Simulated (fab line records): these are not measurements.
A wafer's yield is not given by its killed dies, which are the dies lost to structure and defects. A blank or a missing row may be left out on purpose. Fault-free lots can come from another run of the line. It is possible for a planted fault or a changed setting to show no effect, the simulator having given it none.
fab line records | flow n5-finfet
record lots=5 wafers=15 last-day=17
route steps=1938 shown HKMG_FIN@401 PASSIVATION@1936
lots with no fault: from the same line, run without faults
start-h: start of the lot's first displayed wafer, in hours after the record's first day | wait-h: how many hours have passed since the lot's step before this one | " repeats the value in the row above | L1.1+2: a row that stands for several wafers | - value missing, or start not given | * or withheld: withheld | < > ~ a bound
route shown NAME@n: NAME is a module with steps in the file, n the number in the route of the first one | usual: mean and standard deviation over wafers with no fault | same: alike in all rows | chamber/n: place in a boat | sites: each site's reading | _std_site: standard deviation of those values | _edge_site: the outer-site mean with the inner-site mean subtracted | radius-mm: how far each site lies from the wafer's centre | mask NAME#n: copy n | behind: tool/chamber where the wafer was last shaped | hold: why the lot went on hold/how many hours it stayed there/how the hold came to an end | device: whichever transistor did not switch (one of n, p or np) | end of line: tests run on the same wafers once the route is complete | step lacking rows: just its recipe | killed: dies lost to structure and defects at the first sort, not the wafer's yield | map: dies across one wafer; x = killed, . = not, _ = none there
set.NAME: the setting that was run; set.NAME@STEP: the one run at that earlier step | model.NAME: the simulator's own value behind a step, which no gauge read
lots seen at some steps along the route; tables by step, rows by wafer
## steps
# step N5_HKMG_FIN_DESCUM_53
# recipe chemistry=O2 time-s=7.9 source-power-w=50 bias-power-w=20 pressure-mtorr=20 rf-frequency-hz=2.712e+07 temp-c=40 resist=CAR-ArF o2-flow-sccm=225
# step N5_HKMG_FIN_ETCH_54
# recipe chemistry=CF4 target=SiARC target-depth-a=455 mask-material=CAR-ArF time-s=75.8 ion-energy-ev=80 pressure-mtorr=40 source-w=545 bias-w=36 Ar_flow_sccm=100 cf4-flow-sccm=100 ends=cleared
# step N5_HKMG_FIN_ETCH_55
# recipe chemistry=N2/H2 target=SOC target-depth-a=2400 temp-c=40 time-s=300 ion-energy-ev=200 mask-material=SiARC pressure-mtorr=30 source-w=840 bias-w=150 n2-flow-sccm=200 h2-flow-sccm=200
# step N5_HKMG_FIN_STRIP_56
# recipe chemistry=N2/H2 temp-c=40 n2-flow-sccm=200 h2-flow-sccm=200 rf-frequency-hz=6e+07
# step N5_HKMG_FIN_STRIP_57
# recipe chemistry=CF4 resist=SiARC power-w=300 bias-power-w=75 pressure-mtorr=50 cf4-flow-sccm=150 rf-frequency-hz=6e+07
# step N5_HKMG_FIN_ETCH_58
# recipe chemistry=N2/H2 target=SOC target-depth-a=2158 ion-energy-ev=50 bias-w=13 time-s=741 pressure-mtorr=30 source-w=875 n2-flow-sccm=200 h2-flow-sccm=200
# step N5_HKMG_FIN_STRIP_93
# recipe chemistry=N2/H2 material=SOC time-s=20 power-w=500 temp-c=40 pressure-mtorr=50 rf-frequency-hz=6e+07 bias-power-w=8 h2-frac=0.5 n2-flow-sccm=300 h2-flow-sccm=300
# step N5_HKMG_FIN_WET_ETCH_76
# recipe chemistry=dNH4OH mix=1:50 temp-c=25 target=Al2O3 stop-on=La2O3 target-depth-nm=2.25 dry=ipa-marangoni rinse-time-s=30 rinse-temp-c=23
# step N5_HKMG_FIN_STRIP_60
# recipe chemistry=N2/H2 power-w=2500 temp-c=300 h2-frac=0.65 time-s=360 pressure-mtorr=withheld n2-flow-sccm=1750 h2-flow-sccm=3250
# step N5_HKMG_FIN_WET_ETCH_77
# recipe chemistry=dHCl mix=1:10000 temp-c=25 target=La2O3 stop-on=HfO2 target-depth-nm=2
# step N5_HKMG_FIN_WET_ETCH_78
# recipe chemistry=dNH4OH mix=1:50 temp-c=25 target=Al2O3 stop-on=La2O3 target-depth-nm=4.5 dry=ipa-marangoni rinse-time-s=30 rinse-temp-c=23
# columns lot.wafer tool chamber start-h wait-h
L319.4+5+6 wet-bench-05 7,1,5 76.56 0.0
L325.1+2+6 wet-bench-05 3,2,6 119.99 0.0
L327.1+3+5 wet-bench-05 3,0,1 128.29 0.0
L328.3+4+5 wet-bench-05 6,3,7 132.08 0.0
L339.1+2+4 wet-bench-03 7,6,2 202.67 0.0
# step N5_HKMG_FIN_ALD_79
# recipe material=TiN target-thk-a=15 temp-c=400 ald-precursor-family=TiCl4 ald-co-reactant=NH3 pulse-time-s=1 purge-time-s=3 co-reactant-purge-time-s=2 co-reactant-pulse-time-s=2 ald-cycles=68 pressure-torr=3
# step N5_HKMG_FIN_CVD_62
# recipe material=a-Si target-thk-a=30 temp-c=500 precursor=Si2H6 pressure-torr=1 time-s=20.8
# step N5_HKMG_FIN_RTA_80
# recipe temp-c=withheld time-s=2 ambient=N2 idle-temp-c=600 ramp-up-c-per-s=150 ramp-down-c-per-s=60 cool-to-c=600
# step N5_HKMG_FIN_PRECLEAN_64
# recipe chemistry=dHF time-s=30 temp-c=25 dilution=withheld
# step N5_HKMG_FIN_WET_ETCH_65
# recipe chemistry=TMAH temp-c=70 conc-wt-pct=5 target=a-Si stop-on=TiN time-s=49 target-depth-nm=3
# step N5_HKMG_FIN_WET_ETCH_81
# recipe chemistry=SC1 target=TiN stop-on=HfO2 mix=1:1:5 temp-c=60 time-s=57 target-depth-nm=6
# step N5_HKMG_FIN_WET_ETCH_82
# recipe chemistry=dHCl mix=1:10000 temp-c=25 target=La2O3 stop-on=HfO2 target-depth-nm=2 dry=ipa-marangoni rinse-time-s=30 rinse-temp-c=23
# step N5_HKMG_FIN_ALD_36
# recipe material=TiN target-thk-a=10 temp-c=400 ald-precursor-family=TiCl4 ald-co-reactant=NH3 pulse-time-s=1 purge-time-s=3 co-reactant-purge-time-s=2 co-reactant-pulse-time-s=2 ald-cycles=47 pressure-torr=3
# step N5_HKMG_FIN_PWFM_ALD_03
# recipe material=TiN target-thk-a=20 temp-c=400 ald-precursor-family=TiCl4 ald-co-reactant=NH3 pulse-time-s=1 purge-time-s=3 co-reactant-purge-time-s=2 co-reactant-pulse-time-s=2 ald-cycles=91 pressure-torr=3
# step N5_HKMG_FIN_COAT_29
# recipe resist=SOC temp-c=250 time-s=60 spin-rpm=1500 resist-thk-nm=300
# step N5_HKMG_FIN_COAT_30
# recipe resist=SiARC temp-c=220 time-s=60 spin-rpm=1500 resist-thk-nm=35
# step N5_HKMG_FIN_COAT_06
# recipe resist=CAR-ArF spin-rpm=1500 resist-thk-nm=90
# step N5_HKMG_FIN_EBR_08
# recipe solvent=PGMEA ebr-width-mm=1.5
# step N5_HKMG_FIN_SOFTBAKE_07
# recipe temp-c=110 time-s=60 resist=CAR-ArF
# step N5_HKMG_FIN_EXPOSE_09
# recipe mask-id=NWFM na=1.35 source-shape=conventional sigma-outer=0.8 polarization=unpolarized dose-mj=39.25
# step N5_HKMG_FIN_PEB_10
# recipe peb-temp-c=withheld peb-time-s=60 resist=CAR-ArF
# step N5_HKMG_FIN_DEVELOP_11
# recipe develop-time-s=30 developer=TMAH resist=CAR-ArF dev-temp-c=23 rinse-liquid=diw dry=air-spin
# step N5_HKMG_FIN_INSPECT_14
# recipe mode=adi inspect-instrument=macro
# usual raw-defect-count=2.2/1.7
# columns lot.wafer tool chamber start-h wait-h raw-defect-count
L319.4 defect-inspect-02 - 78.64 0.0 2
L319.5 " - " " 1
L319.6 " - " " 2
L325.1 defect-inspect-01 - 122.04 0.0 >300
L325.2 " - " " >300
L325.6 " - " " >300
L327.1 defect-inspect-01 - 130.34 0.0 >300
L327.3 " - " " >300
L327.5 " - " " >300
L328.3 defect-inspect-02 - 134.06 0.0 >300
L328.4 " - " " >300
L328.5 " - " " >300
L339.1 defect-inspect-01 - 204.93 0.0 3
L339.2 " - " " 3
L339.4 " - " " 3
# step N5_HKMG_FIN_DESCUM_17
# recipe chemistry=O2 time-s=7.9 source-power-w=50 bias-power-w=20 pressure-mtorr=20 rf-frequency-hz=2.712e+07 temp-c=40 resist=CAR-ArF o2-flow-sccm=225
# step N5_PASSIVATION_PROBE_49
# usual killed_at_M0_to_M3=34/11 killed_at_M4_up=14/5.7 killed-at-contacts=14/6.9 killed-at-front-end=40/11 killed-at-other=4/3.1 killed-dies=105/17 killed-on-rim=14/4.1 killed-open=70/13 killed-short=34/7.6
# same gross-dies=1180 killed-at-back-side=0
# columns lot.wafer tool chamber start-h wait-h killed_at_M0_to_M3 killed_at_M4_up killed-at-contacts killed-at-front-end killed-at-other killed-dies killed-on-rim killed-open killed-short
L325.1 prober-01 - 313.39 0.0 29 14 12 189 2 246 18 68 52
L325.2 prober-01 - 313.44 0.1 42 5 11 173 1 232 19 57 47
L325.6 prober-01 - 313.64 0.3 42 8 15 177 3 245 15 66 49
L328.3 prober-01 - 329.27 0.1 23 8 8 155 3 197 10 38 23
L328.4 prober-01 - 329.32 0.2 22 13 15 155 3 208 12 56 24
L328.5 prober-01 - 329.37 0.2 31 5 15 146 1 198 5 54 21
L327.1 prober-02 - 331.57 0.0 36 11 23 157 4 231 22 75 24
L327.3 prober-02 - 331.67 0.1 42 11 20 135 5 213 28 73 40
L327.5 prober-02 - 331.77 0.2 36 19 15 112 2 184 30 71 22
# killed by level:class
L325.1 HKMG_FIN:unspecified=123 GATE_CUT:geometric-particle:short=21 GATE_CUT:geometric-particle:open=10 FIN_SAQP:geometric-particle:open=8 MOL_CONTACT_COAG:geometric-particle:open=8 BEOL_M0_SAQP:geometric-particle:open=8 BEOL_M4:geometric-particle:open=8 FIN_SAQP:geometric-particle:short=6
L325.2 HKMG_FIN:unspecified=127 FIN_SAQP:geometric-particle:open=13 BEOL_M0_SAQP:geometric-particle:open=13 BEOL_M0_SAQP:geometric-particle:short=12 FIN_SAQP:geometric-particle:short=9 MOL_CONTACT_COAG:geometric-particle:open=8 STARTING-WAFER:geometric-particle:short=8 BEOL_M2:geometric-particle:short=7
L325.6 HKMG_FIN:unspecified=129 BEOL_M0_SAQP:geometric-particle:open=19 GATE_CUT:geometric-particle:short=15 FIN_SAQP:geometric-particle:open=12 MOL_CONTACT_COAG:geometric-particle:open=12 BEOL_M0_SAQP:geometric-particle:short=12 FIN_SAQP:geometric-particle:short=10 BEOL_M3:geometric-particle:open=6
L328.3 HKMG_FIN:unspecified=134 BEOL_M0_SAQP:geometric-particle:short=8 MOL_CONTACT_COAG:geometric-particle:open=7 STI_FIN_REVEAL:geometric-particle:open=6 BEOL_M3:geometric-particle:open=4 FIN_SAQP:geometric-particle:open=3 BEOL_M0_SAQP:geometric-particle:open=3 BEOL_M0:geometric-particle:open=3
L328.4 HKMG_FIN:unspecified=127 STI_FIN_REVEAL:geometric-particle:open=10 MOL_CONTACT_COAG:geometric-particle:open=10 MOL_CONTACT_COAG:geometric-particle:short=5 BEOL_M0_SAQP:geometric-particle:short=5 BEOL_M2:geometric-particle:open=5 BEOL_M3:geometric-particle:open=4 FIN_SAQP:geometric-particle:open=3
L328.5 HKMG_FIN:unspecified=121 MOL_CONTACT_COAG:geometric-particle:open=11 STI_FIN_REVEAL:geometric-particle:open=9 BEOL_M3:geometric-particle:open=8 BEOL_M2:geometric-particle:open=6 BEOL_M0_SAQP:geometric-particle:short=5 BEOL_M0:geometric-particle:open=5 MOL_CONTACT_COAG:geometric-particle:short=4
L327.1 HKMG_FIN:unspecified=132 MOL_CONTACT_COAG:geometric-particle:open=20 BEOL_M2:geometric-particle:open=11 BEOL_M0_SAQP:geometric-particle:short=9 FIN_SAQP:geometric-particle:open=6 BEOL_M1:geometric-particle:open=6 BEOL_M0_SAQP:geometric-particle:open=4 STI_FIN_REVEAL:geometric-particle:open=3
L327.3 HKMG_FIN:unspecified=100 MOL_CONTACT_COAG:geometric-particle:open=17 BEOL_M1:geometric-particle:open=15 FIN_SAQP:geometric-particle:short=7 FIN_SAQP:geometric-particle:open=6 STI_FIN_REVEAL:geometric-particle:open=6 BEOL_M0_SAQP:geometric-particle:short=6 BEOL_M2:geometric-particle:open=5
L327.5 HKMG_FIN:unspecified=90 MOL_CONTACT_COAG:geometric-particle:open=13 BEOL_M4:geometric-particle:open=10 BEOL_M1:geometric-particle:open=9 BEOL_M2:geometric-particle:open=8 BEOL_M0_SAQP:geometric-particle:short=6 BEOL_M3:geometric-particle:open=5 STARTING-WAFER:geometric-particle:open=4
# map L325.1 (x killed, . not)
_________________..........x.________________
______________...x.............._____________
___________...x............x.......__________
__________.....x.....x.............._________
________........x.................xx.._______
_______............xx..........x.......______
______.............xx.x............x...._____
_____..........xxx.x.....x...x.....xx..x.____
____x..........x........................x.___
___......x............x....x..x......xx....__
___..xxxxxx.x..x.........xx........x.....x.__
__.....x.xxxxxx.xx.......xx.x........xx....._
__...xxxxxxxxxxxxx........x......x.........._
_....xxxxxxxxxxxx.x..x.........x...x..x......
_..xx..xxxxxxxxxx.....x.xx............x......
_xx.xxxxxxxxxxxxxxx...x..........x.....x.x...
_...x.xxxxxxxxxxxx.x.........x..........x....
_x...xxxxxxxxxxxxx.x.....x.....xx............
_...xxxxxxxxxxxxx.........................x..
_...xx.xxxxxxxxx...xx..............x.........
_xx....xxx.xx.x........x..............x......
__..........xx.x...........x..........xxx..._
__..x.....x.x...x.......x....x.........x...x_
___x..............x....x......x......x.....__
___........x.....x.........................__
____............x....x...........x...x....___
_____..................x.................____
______..........x.......x.............x._____
_______.............x...x.............x______
________...xx...................x....._______
__________...........xx.x..x......x._________
___________.............x..........__________
______________...........x......_____________
_________________.....x.....x________________
# map L327.1 (x killed, . not)
_________________..x.........________________
______________x.x........x....x._____________
___________....................x...__________
__________..x.x....x.x.............._________
________......x..x.......x..x........._______
_______x..............x................______
______.xx...................x..........._____
_____...............x..x.......x.........____
____.........x.........x........x.....x...___
___.....x.x...x..x...............xx....x...__
___...x..xxx..x.........x..x............x..__
__....xxxxxxxxxxx..........x..............x._
__...xx.xxxxxx.xx.........................x._
_x.xxxxxxxxxxxxxxx.x............x.x..x.......
_..xxxxxxxxxxxxxxx.xx...............xx..x....
_...xxxxxxxxxxxxxx.x..................x......
_...x.xxxxxxxxxxxxx.........................x
_...xxxxxxxxxxxxx........x.x............x....
_.....xxxxxxxxxxxx..........x................
_.....xxxxxxxxxxxx......x....................
_.x..x.x.xxxx.xx...........................xx
__......xxx.x.x..x.........................._
__.....xx............................x....x._
___.............x...........x.......x.x...x__
___....x......x..x................x.....x..__
____..x...x....x..........................___
_____xx..x.............x........x........____
______..........x........x..x........xxx_____
_______...x.................x.......x..______
________..............x..............x_______
__________.........................._________
___________........................__________
______________......x..........._____________
_________________.x......x...________________
## key
first-sign step=N5_HKMG_FIN_INSPECT_14 reading=raw-defect-count direction=up sigmas=99+ usual=2.2 struck=>300
effect step=N5_PASSIVATION_PROBE_49 reading=killed-at-front-end direction=up sigmas=10 usual=40 struck=155
more-kills-born-at N5_HKMG_FIN_WET_ETCH_78@wet-bench-05=1083
met-at N5_HKMG_FIN_WET_ETCH_78
struck-wafers L325.1,L325.2,L325.6,L327.1,L327.3,L327.5,L328.3,L328.4,L328.5
tester-left-out L325,L327,L328
onset-between 76.56 119.99
fault kind=chamber-particle-source tool=wet-bench-05 chamber=- onset-h=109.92 steps=N5_HKMG_FIN_WET_ETCH_78 rate-per-visit-cm2=0.94334 end-h=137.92
# tester-left-out: of these lots the tester's yield and bins aren't shown, on N5 and GAA mostly nor the transistor test; their killed dies are dies lost to structure and defects alone, not to doping, threshold or leakage, so they don't give the yield
